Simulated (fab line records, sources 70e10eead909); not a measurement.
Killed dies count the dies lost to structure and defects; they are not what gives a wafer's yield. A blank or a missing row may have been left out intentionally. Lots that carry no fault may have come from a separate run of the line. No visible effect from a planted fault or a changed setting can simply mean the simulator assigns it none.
fab line records / flow nand-harc
record: lots: 5 wafers: 15 last-day: 33
route steps=1302 shown A_DECK1_JOINT@544 A_ONON_D2@545 END@1302
lots with no fault: from the same line, run without faults
start-h: the number of hours between the record's first day and the start of the first shown wafer of the lot / wait-h: hours since the lot's step before / " repeats the value in the row above / L1.1+2: several wafers, shown together as one row / - no value, or no start given / * or withheld: withheld / < > ~ a bound
route shown NAME@n: names a module that has steps shown in the file, with the first one's number in the route / usual: mean/standard deviation taken from wafers without a fault / same: alike in all rows / chamber/n: place in a boat / sites: the reading at each site / _std_site: standard deviation of those values / _edge_site: outer sites' mean less inner sites' / radius-mm: how far each site lies from the wafer's centre / mask NAME#n: copy n / behind: the last tool/chamber to shape the wafer / hold: the reason the lot was held/the length of the hold in hours/how it ended / device: which transistor (n, p or np) failed to switch / end of line: tests run on the same wafers once the route is complete / a step without rows: its recipe alone / killed: dies that structure and defects cost at the first sort, which is not the same as the wafer's yield / map: a wafer's dies, x killed, . not, _ none there
set.NAME: the setting the step ran with; set.NAME@STEP: the setting that earlier step ran with / model.NAME: the simulator's own value behind a step, which no gauge read
lots at some steps of the route; a table a step, a row a wafer
services: from which hour (start-h, from the record's first day; less than 0 if before it) a tool's chamber was out of use, for how many hours, and why
== steps ==
step: NHARC_A_DECK1_JOINT_INSPECT_05
usual: raw-defect-count: 313/110
lot.wafer=L789.3 tool=defect-inspect-02 chamber=- start-h=282.90 wait-h=0.0 raw-defect-count=257
lot.wafer=L789.4 tool=defect-inspect-02 chamber=- start-h=282.90 wait-h=0.0 raw-defect-count=286
lot.wafer=L789.6 tool=defect-inspect-02 chamber=- start-h=282.90 wait-h=0.0 raw-defect-count=234
lot.wafer=L798.1 tool=defect-inspect-01 chamber=- start-h=363.90 wait-h=0.0 raw-defect-count=439
lot.wafer=L798.2 tool=defect-inspect-01 chamber=- start-h=363.90 wait-h=0.0 raw-defect-count=447
lot.wafer=L798.6 tool=defect-inspect-01 chamber=- start-h=363.90 wait-h=0.0 raw-defect-count=273
lot.wafer=L802.1 tool=defect-inspect-02 chamber=- start-h=395.59 wait-h=0.0 raw-defect-count=197
lot.wafer=L802.2 tool=defect-inspect-02 chamber=- start-h=395.59 wait-h=0.0 raw-defect-count=201
lot.wafer=L802.3 tool=defect-inspect-02 chamber=- start-h=395.59 wait-h=0.0 raw-defect-count=245
lot.wafer=L806.1 tool=defect-inspect-01 chamber=- start-h=448.96 wait-h=0.0 raw-defect-count=471
lot.wafer=L806.3 tool=defect-inspect-01 chamber=- start-h=448.96 wait-h=0.0 raw-defect-count=340
lot.wafer=L806.6 tool=defect-inspect-01 chamber=- start-h=448.96 wait-h=0.0 raw-defect-count=521
lot.wafer=L812.2 tool=defect-inspect-01 chamber=- start-h=499.06 wait-h=0.0 raw-defect-count=244
lot.wafer=L812.4 tool=defect-inspect-01 chamber=- start-h=499.06 wait-h=0.0 raw-defect-count=303
lot.wafer=L812.5 tool=defect-inspect-01 chamber=- start-h=499.06 wait-h=0.0 raw-defect-count=339
step: NHARC_A_ONON_D2_DEP_00
recipe: target-thk-a: 10000 n2-flow-sccm: 2750 n2o-flow-sccm: 2000 nh3-flow-sccm: 500 sih4-flow-sccm: 210 temp-c: 400
step: NHARC_A_ONON_D2_THK_MEAS_02
recipe: thk-meas-gauge: ellipsometry
usual: thk-nm: 1000/8.2
lot.wafer=L789.3 tool=film-metro-02 chamber=- start-h=283.47 wait-h=- thk-nm=1012
lot.wafer=L789.4 tool=film-metro-02 chamber=- start-h=283.47 wait-h=- thk-nm=1009
lot.wafer=L789.6 tool=film-metro-02 chamber=- start-h=283.47 wait-h=- thk-nm=1012
lot.wafer=L798.1 tool=film-metro-02 chamber=- start-h=364.48 wait-h=- thk-nm=989
lot.wafer=L798.2 tool=film-metro-02 chamber=- start-h=364.48 wait-h=- thk-nm=988
lot.wafer=L798.6 tool=film-metro-02 chamber=- start-h=364.48 wait-h=- thk-nm=992
lot.wafer=L802.1 tool=film-metro-02 chamber=- start-h=396.18 wait-h=- thk-nm=1013
lot.wafer=L802.2 tool=film-metro-02 chamber=- start-h=396.18 wait-h=- thk-nm=1015
lot.wafer=L802.3 tool=film-metro-02 chamber=- start-h=396.18 wait-h=- thk-nm=1014
lot.wafer=L806.1 tool=film-metro-01 chamber=- start-h=449.54 wait-h=- thk-nm=1006
lot.wafer=L806.3 tool=film-metro-01 chamber=- start-h=449.54 wait-h=- thk-nm=1006
lot.wafer=L806.6 tool=film-metro-01 chamber=- start-h=449.54 wait-h=- thk-nm=1006
lot.wafer=L812.2 tool=film-metro-02 chamber=- start-h=499.64 wait-h=- thk-nm=1001
lot.wafer=L812.4 tool=film-metro-02 chamber=- start-h=499.64 wait-h=- thk-nm=1002
lot.wafer=L812.5 tool=film-metro-02 chamber=- start-h=499.64 wait-h=- thk-nm=1001
step: NHARC_A_ONON_D2_DEP_03
recipe: target-thk-a: 10000 n2-flow-sccm: 2750 n2o-flow-sccm: 2000 nh3-flow-sccm: 500 sih4-flow-sccm: 210 temp-c: 400
step: NHARC_A_ONON_D2_THK_MEAS_05
recipe: thk-meas-gauge: ellipsometry
usual: thk-nm: 1002/6.5
lot.wafer=L789.3 tool=film-metro-02 chamber=- start-h=284.03 wait-h=- thk-nm=1007
lot.wafer=L789.4 tool=film-metro-02 chamber=- start-h=284.03 wait-h=- thk-nm=1006
lot.wafer=L789.6 tool=film-metro-02 chamber=- start-h=284.03 wait-h=- thk-nm=1008
lot.wafer=L798.1 tool=film-metro-01 chamber=- start-h=365.05 wait-h=- thk-nm=1005
lot.wafer=L798.2 tool=film-metro-01 chamber=- start-h=365.05 wait-h=- thk-nm=1004
lot.wafer=L798.6 tool=film-metro-01 chamber=- start-h=365.05 wait-h=- thk-nm=1005
lot.wafer=L802.1 tool=film-metro-02 chamber=- start-h=396.74 wait-h=- thk-nm=1008
lot.wafer=L802.2 tool=film-metro-02 chamber=- start-h=396.74 wait-h=- thk-nm=1011
lot.wafer=L802.3 tool=film-metro-02 chamber=- start-h=396.74 wait-h=- thk-nm=1010
lot.wafer=L806.1 tool=film-metro-02 chamber=- start-h=450.11 wait-h=- thk-nm=987
lot.wafer=L806.3 tool=film-metro-02 chamber=- start-h=450.11 wait-h=- thk-nm=988
lot.wafer=L806.6 tool=film-metro-02 chamber=- start-h=450.11 wait-h=- thk-nm=988
lot.wafer=L812.2 tool=film-metro-02 chamber=- start-h=500.20 wait-h=- thk-nm=1008
lot.wafer=L812.4 tool=film-metro-02 chamber=- start-h=500.20 wait-h=- thk-nm=1009
lot.wafer=L812.5 tool=film-metro-02 chamber=- start-h=500.20 wait-h=- thk-nm=1009
step: NHARC_A_ONON_D2_DEP_06
recipe: target-thk-a: 10000 n2-flow-sccm: 2750 n2o-flow-sccm: 2000 nh3-flow-sccm: 500 sih4-flow-sccm: 210 temp-c: 400
step: NHARC_A_ONON_D2_THK_MEAS_08
recipe: thk-meas-gauge: ellipsometry
usual: thk-nm: 999/9.4
lot.wafer=L789.3 tool=film-metro-01 chamber=- start-h=284.59 wait-h=- thk-nm=997
lot.wafer=L789.4 tool=film-metro-01 chamber=- start-h=284.59 wait-h=- thk-nm=998
lot.wafer=L789.6 tool=film-metro-01 chamber=- start-h=284.59 wait-h=- thk-nm=997
lot.wafer=L798.1 tool=film-metro-01 chamber=- start-h=365.62 wait-h=- thk-nm=982
lot.wafer=L798.2 tool=film-metro-01 chamber=- start-h=365.62 wait-h=- thk-nm=983
lot.wafer=L798.6 tool=film-metro-01 chamber=- start-h=365.62 wait-h=- thk-nm=983
lot.wafer=L802.1 tool=film-metro-02 chamber=- start-h=397.30 wait-h=- thk-nm=1007
lot.wafer=L802.2 tool=film-metro-02 chamber=- start-h=397.30 wait-h=- thk-nm=1006
lot.wafer=L802.3 tool=film-metro-02 chamber=- start-h=397.30 wait-h=- thk-nm=1007
lot.wafer=L806.1 tool=film-metro-01 chamber=- start-h=450.68 wait-h=- thk-nm=991
lot.wafer=L806.3 tool=film-metro-01 chamber=- start-h=450.68 wait-h=- thk-nm=992
lot.wafer=L806.6 tool=film-metro-01 chamber=- start-h=450.68 wait-h=- thk-nm=993
lot.wafer=L812.2 tool=film-metro-02 chamber=- start-h=500.77 wait-h=- thk-nm=1002
lot.wafer=L812.4 tool=film-metro-02 chamber=- start-h=500.77 wait-h=- thk-nm=1003
lot.wafer=L812.5 tool=film-metro-02 chamber=- start-h=500.77 wait-h=- thk-nm=1004
step: NHARC_A_ONON_D2_DEP_09
recipe: target-thk-a: 10000 n2-flow-sccm: 2750 n2o-flow-sccm: 2000 nh3-flow-sccm: 500 sih4-flow-sccm: 210 temp-c: 400
step: NHARC_A_ONON_D2_THK_MEAS_11
recipe: thk-meas-gauge: ellipsometry
usual: thk-nm: 1002/12
lot.wafer=L789.3 tool=film-metro-01 chamber=- start-h=285.16 wait-h=- thk-nm=1017
lot.wafer=L789.4 tool=film-metro-01 chamber=- start-h=285.16 wait-h=- thk-nm=1018
lot.wafer=L789.6 tool=film-metro-01 chamber=- start-h=285.16 wait-h=- thk-nm=1015
lot.wafer=L798.1 tool=film-metro-01 chamber=- start-h=366.18 wait-h=- thk-nm=1005
lot.wafer=L798.2 tool=film-metro-01 chamber=- start-h=366.18 wait-h=- thk-nm=1006
lot.wafer=L798.6 tool=film-metro-01 chamber=- start-h=366.18 wait-h=- thk-nm=1003
lot.wafer=L802.1 tool=film-metro-01 chamber=- start-h=397.87 wait-h=- thk-nm=1005
lot.wafer=L802.2 tool=film-metro-01 chamber=- start-h=397.87 wait-h=- thk-nm=1004
lot.wafer=L802.3 tool=film-metro-01 chamber=- start-h=397.87 wait-h=- thk-nm=1004
lot.wafer=L806.1 tool=film-metro-01 chamber=- start-h=451.24 wait-h=- thk-nm=1002
lot.wafer=L806.3 tool=film-metro-01 chamber=- start-h=451.24 wait-h=- thk-nm=1002
lot.wafer=L806.6 tool=film-metro-01 chamber=- start-h=451.24 wait-h=- thk-nm=1000
lot.wafer=L812.2 tool=film-metro-01 chamber=- start-h=501.33 wait-h=- thk-nm=1007
lot.wafer=L812.4 tool=film-metro-01 chamber=- start-h=501.33 wait-h=- thk-nm=1008
lot.wafer=L812.5 tool=film-metro-01 chamber=- start-h=501.33 wait-h=- thk-nm=1008
step: NHARC_A_ONON_D2_DEP_12
recipe: target-thk-a: 10000 n2-flow-sccm: 2750 n2o-flow-sccm: 2000 nh3-flow-sccm: 500 sih4-flow-sccm: 210 temp-c: 400
step: NHARC_A_ONON_D2_THK_MEAS_14
recipe: thk-meas-gauge: ellipsometry
usual: thk-nm: 998/12
lot.wafer=L789.3 tool=film-metro-01 chamber=- start-h=285.72 wait-h=- thk-nm=1006
lot.wafer=L789.4 tool=film-metro-01 chamber=- start-h=285.72 wait-h=- thk-nm=1008
lot.wafer=L789.6 tool=film-metro-01 chamber=- start-h=285.72 wait-h=- thk-nm=1006
lot.wafer=L798.1 tool=film-metro-02 chamber=- start-h=366.74 wait-h=- thk-nm=1016
lot.wafer=L798.2 tool=film-metro-02 chamber=- start-h=366.74 wait-h=- thk-nm=1017
lot.wafer=L798.6 tool=film-metro-02 chamber=- start-h=366.74 wait-h=- thk-nm=1014
lot.wafer=L802.1 tool=film-metro-01 chamber=- start-h=398.44 wait-h=- thk-nm=1007
lot.wafer=L802.2 tool=film-metro-01 chamber=- start-h=398.44 wait-h=- thk-nm=1008
lot.wafer=L802.3 tool=film-metro-01 chamber=- start-h=398.44 wait-h=- thk-nm=1008
lot.wafer=L806.1 tool=film-metro-01 chamber=- start-h=451.81 wait-h=- thk-nm=1002
lot.wafer=L806.3 tool=film-metro-01 chamber=- start-h=451.81 wait-h=- thk-nm=1002
lot.wafer=L806.6 tool=film-metro-01 chamber=- start-h=451.81 wait-h=- thk-nm=1003
lot.wafer=L812.2 tool=film-metro-01 chamber=- start-h=501.89 wait-h=- thk-nm=998
lot.wafer=L812.4 tool=film-metro-01 chamber=- start-h=501.89 wait-h=- thk-nm=997
lot.wafer=L812.5 tool=film-metro-01 chamber=- start-h=501.89 wait-h=- thk-nm=997
step: NHARC_A_ONON_D2_ANNEAL_15
recipe: temp-c: 750 time-s: 3600
step: NHARC_A_ONON_D2_DEP_16
recipe: target-thk-a: 10000 n2-flow-sccm: 2750 n2o-flow-sccm: 2000 nh3-flow-sccm: 500 sih4-flow-sccm: 210 temp-c: 400
lot.wafer=L789.3+4+6 tool=pecvd-onon-01 chamber=0 start-h=293.53 wait-h=0.5
lot.wafer=L798.1+2+6 tool=pecvd-onon-03 chamber=0 start-h=377.28 wait-h=0.4
lot.wafer=L802.1+2+3 tool=pecvd-onon-02 chamber=0 start-h=405.26 wait-h=0.4
lot.wafer=L806.1+3+6 tool=pecvd-onon-03 chamber=0 start-h=459.02 wait-h=0.4
lot.wafer=L812.2+4+5 tool=pecvd-onon-03 chamber=0 start-h=508.68 wait-h=0.4
step: NHARC_A_ONON_D2_THK_MEAS_18
recipe: thk-meas-gauge: ellipsometry
usual: thk-nm: 999/12
lot.wafer=L789.3 tool=film-metro-02 chamber=- start-h=293.93 wait-h=- thk-nm=990
lot.wafer=L789.4 tool=film-metro-02 chamber=- start-h=293.93 wait-h=- thk-nm=991
lot.wafer=L789.6 tool=film-metro-02 chamber=- start-h=293.93 wait-h=- thk-nm=992
lot.wafer=L798.1 tool=film-metro-01 chamber=- start-h=377.79 wait-h=- thk-nm=996
lot.wafer=L798.2 tool=film-metro-01 chamber=- start-h=377.79 wait-h=- thk-nm=709
lot.wafer=L798.6 tool=film-metro-01 chamber=- start-h=377.79 wait-h=- thk-nm=711
lot.wafer=L802.1 tool=film-metro-02 chamber=- start-h=405.77 wait-h=- thk-nm=962
lot.wafer=L802.2 tool=film-metro-02 chamber=- start-h=405.77 wait-h=- thk-nm=961
lot.wafer=L802.3 tool=film-metro-02 chamber=- start-h=405.77 wait-h=- thk-nm=960
lot.wafer=L806.1 tool=film-metro-01 chamber=- start-h=459.53 wait-h=- thk-nm=997
lot.wafer=L806.3 tool=film-metro-01 chamber=- start-h=459.53 wait-h=- thk-nm=998
lot.wafer=L806.6 tool=film-metro-01 chamber=- start-h=459.53 wait-h=- thk-nm=997
lot.wafer=L812.2 tool=film-metro-02 chamber=- start-h=509.13 wait-h=- thk-nm=1000
lot.wafer=L812.4 tool=film-metro-02 chamber=- start-h=509.13 wait-h=- thk-nm=998
lot.wafer=L812.5 tool=film-metro-02 chamber=- start-h=509.13 wait-h=- thk-nm=998
step: NHARC_A_ONON_D2_DEP_19
recipe: target-thk-a: 10000 n2-flow-sccm: 2750 n2o-flow-sccm: 2000 nh3-flow-sccm: 500 sih4-flow-sccm: 210 temp-c: 400
step: NHARC_END_SORT_01
recipe: temp-c: 25
usual: killed-at-array: 53/19 killed-at-other: 0.8/1.2 killed-at-periphery: 3.7/2.3 killed-dies: 57/19 killed-open: 3.2/1.7 killed-short: 2.6/1.8
same: gross-dies: 677
lot.wafer=L798.2 tool=prober-01 chamber=0 start-h=662.98 wait-h=2.8 killed-at-array=671 killed-at-other=2 killed-at-periphery=4 killed-dies=677 killed-open=2 killed-short=3
lot.wafer=L798.6 tool=prober-01 chamber=0 start-h=666.22 wait-h=4.1 killed-at-array=672 killed-at-other=0 killed-at-periphery=5 killed-dies=677 killed-open=5 killed-short=4
lot.wafer=L806.3 tool=prober-02 chamber=0 start-h=767.89 wait-h=3.1 killed-at-array=64 killed-at-other=1 killed-at-periphery=4 killed-dies=69 killed-open=2 killed-short=5
lot.wafer=L806.6 tool=prober-02 chamber=0 start-h=770.34 wait-h=4.1 killed-at-array=50 killed-at-other=0 killed-at-periphery=1 killed-dies=51 killed-open=3 killed-short=2
killed by level:class
L798.2 A_ONON_D2:area-dep=611 A_CHANNEL_HOLE_D1:chamber-film-flake=38 A_CHANNEL_HOLE_D2:chamber-film-flake=12 A_CONTACT:chamber-film-flake=4 P_GATE:chamber-film-flake=2 THIN_TSV:chamber-film-flake=2 P_M0:geometric-particle:open=1 A_CHANNEL_FILL_D2:geometric-particle:short=1
L798.6 A_ONON_D2:area-dep=608 A_CHANNEL_HOLE_D1:chamber-film-flake=35 A_CHANNEL_HOLE_D2:chamber-film-flake=17 P_BONDPAD:chamber-film-flake=3 A_CHANNEL_HOLE_D2:geometric-particle:short=2 A_CHANNEL_FILL_D2:geometric-particle:open=2 A_CONTACT:geometric-particle:open=2 A_DECK1_JOINT:chamber-film-flake=2
L806.3 A_CHANNEL_HOLE_D1:chamber-film-flake=40 A_CONTACT:chamber-film-flake=8 A_WL_FILL:chamber-film-flake=5 A_SLIT:chamber-film-flake=3 A_CHANNEL_HOLE_D1:geometric-particle:short=2 P_GATE:chamber-film-flake=2 A_STAIRCASE:chamber-film-flake=2 P_M1:geometric-particle:open=1
L806.6 A_CHANNEL_HOLE_D1:chamber-film-flake=32 A_CONTACT:chamber-film-flake=6 A_SLIT:chamber-film-flake=5 A_STAIRCASE:chamber-film-flake=2 A_ONON_D1:geometric-particle:short=1 A_ONON_D2:geometric-particle:open=1 A_SGD_CUT:geometric-particle:short=1 A_WL_FILL:geometric-particle:open=1
map L798.2 (x killed, . not)
____________x____________
_________xxxxxxx_________
_______xxxxxxxxxxx_______
______xxxxxxxxxxxxx______
_____xxxxxxxxxxxxxxx_____
____xxxxxxxxxxxxxxxxx____
____xxxxxxxxxxxxxxxxx____
___xxxxxxxxxxxxxxxxxxx___
___xxxxxxxxxxxxxxxxxxx___
__xxxxxxxxxxxxxxxxxxxxx__
__xxxxxxxxxxxxxxxxxxxxx__
_xxxxxxxxxxxxxxxxxxxxxxx_
_xxxxxxxxxxxxxxxxxxxxxxx_
_xxxxxxxxxxxxxxxxxxxxxxx_
_xxxxxxxxxxxxxxxxxxxxxxx_
_xxxxxxxxxxxxxxxxxxxxxxx_
xxxxxxxxxxxxxxxxxxxxxxxxx
xxxxxxxxxxxxxxxxxxxxxxxxx
xxxxxxxxxxxxxxxxxxxxxxxxx
xxxxxxxxxxxxxxxxxxxxxxxxx
xxxxxxxxxxxxxxxxxxxxxxxxx
_xxxxxxxxxxxxxxxxxxxxxxx_
_xxxxxxxxxxxxxxxxxxxxxxx_
_xxxxxxxxxxxxxxxxxxxxxxx_
_xxxxxxxxxxxxxxxxxxxxxxx_
_xxxxxxxxxxxxxxxxxxxxxxx_
__xxxxxxxxxxxxxxxxxxxxx__
__xxxxxxxxxxxxxxxxxxxxx__
___xxxxxxxxxxxxxxxxxxx___
___xxxxxxxxxxxxxxxxxxx___
____xxxxxxxxxxxxxxxxx____
____xxxxxxxxxxxxxxxxx____
_____xxxxxxxxxxxxxxx_____
______xxxxxxxxxxxxx______
_______xxxxxxxxxxx_______
_________xxxxxxx_________
____________x____________
map L806.3 (x killed, . not)
____________.____________
_________......._________
_______..........._______
______....x..x.....______
_____..............._____
____.................____
____.................____
___...................___
___x.......x.x........___
__......x..............__
__x............x.......__
_.....x................._
_........x.x..........x._
_...x..................._
_......................x_
_x......................_
......x..............xx..
............x....x...xxx.
.............x......xxx.x
...................xxxxxx
.................xxxxxxxx
_.................xx.xxx_
_...................xxxx_
_..................xx.xx_
_...............x..xxxxx_
_x..................xx.x_
__...................x.__
__...................x.__
___..................x___
___...................___
____.................____
____....x............____
_____..............._____
______.............______
_______..........._______
_________......._________
____________.____________
== services ==
tool=pecvd-onon-02 chamber=- start-h=366.00 hours=13.0 kind=pm
tool=pecvd-onon-03 chamber=- start-h=408.19 hours=13.0 kind=pm
tool=pecvd-onon-01 chamber=- start-h=450.58 hours=13.0 kind=pm
== key ==
first-sign: step: NHARC_A_ONON_D2_THK_MEAS_18 reading: thk-nm direction: down sigmas: 23 usual: 999 struck: 710
effect: step: NHARC_END_SORT_01 reading: killed-dies direction: up sigmas: 32 usual: 57 struck: 677
more-kills-born-at: NHARC_A_ONON_D2_DEP_16@pecvd-onon-03: 1219
met-at NHARC_A_ONON_D2_DEP_16
struck-wafers L798.2,L798.6
later-rows-left-out L798.2,L798.6
tester-left-out L798
fault: kind: process-parameter-drift tool: pecvd-onon-03 chamber: - onset-h: 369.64 steps: NHARC_A_ONON_D2_DEP_16 channel: target-thk-a offset: * shape: step end-h: 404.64 scope: struck-wafers-only acts-in: * stated: *
tester-left-out: of these lots the tester's yield and bins aren't shown, on N5 and GAA mostly nor the transistor test; their killed dies are dies lost to structure and defects alone, not to doping, threshold or leakage, so they don't give the yield
later-rows-left-out: the simulator's readings of these wafers behind a module that went badly wrong aren't trusted and aren't shown, but for the sort
